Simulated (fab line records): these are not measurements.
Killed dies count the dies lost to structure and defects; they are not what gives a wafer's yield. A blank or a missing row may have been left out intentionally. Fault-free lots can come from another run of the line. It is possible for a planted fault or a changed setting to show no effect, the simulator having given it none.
Chamber matching    flow n5Finfet    N5_BEOL_M6_ILD_DEP_00 on pecvd-02: 3 sister chambers
The step deposits SiCOH lowk from DEMS/porogen, target thk 179.75 nm, time 33.4 s. 6 wafers are shown with their chamber, then 8 later ones without.

WAFERS, EACH WITH ITS CHAMBER
wafer   chamber  throttleValvePct (%)  showerheadPlenumPTorr (Torr)
L077.6  2        13.7                  5.745
L084.3  2        13.7                  5.753
L084.5  1        14.4                  5.728
L086.5  1        14.6                  5.731
L086.6  0        14.2                  5.728
L089.1  0        14.2                  5.734

WAFERS WHOSE CHAMBER IS MISSING
wafer   throttleValvePct (%)  showerheadPlenumPTorr (Torr)
L089.2  14.4                  5.721
L089.5  14.6                  5.715
L088.1  14.4                  5.736
L088.5  14.1                  5.735
L088.6  14.4                  5.730
L095.1  14.4                  5.738
L095.3  14.3                  5.746
L095.6  13.7                  5.740

WHICH CHAMBER EACH ONE RAN IN
wafer   from the rows above      in truth
L089.2  can't be placed: 1 or 0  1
L089.5  1                        1
L088.1  can't be placed: 1 or 0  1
L088.5  0                        0
L088.6  can't be placed: 1 or 0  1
L095.1  can't be placed: 1 or 0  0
L095.3  can't be placed: 0 or 1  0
L095.6  2                        2
Correct placement for 3 of the 8. Can't be placed from these rows: 5 (the true chamber is among the candidates in 5). Number placed wrongly: 0.
How it was worked out, from the rows above alone: a wafer's distance from a chamber is the root of the sum, over the readings, of the square of ((its reading less the chamber's mean) divided by the reading's scatter). The wafer belongs to the nearest chamber; if the next one is less than 2 further off, it can't be placed. The mean given for a chamber averages the wafers shown for that chamber. The scatter is the square root of a quotient: the sum, over the shown wafers, of each reading's squared deviation from its chamber's mean, divided by wafers minus chambers.
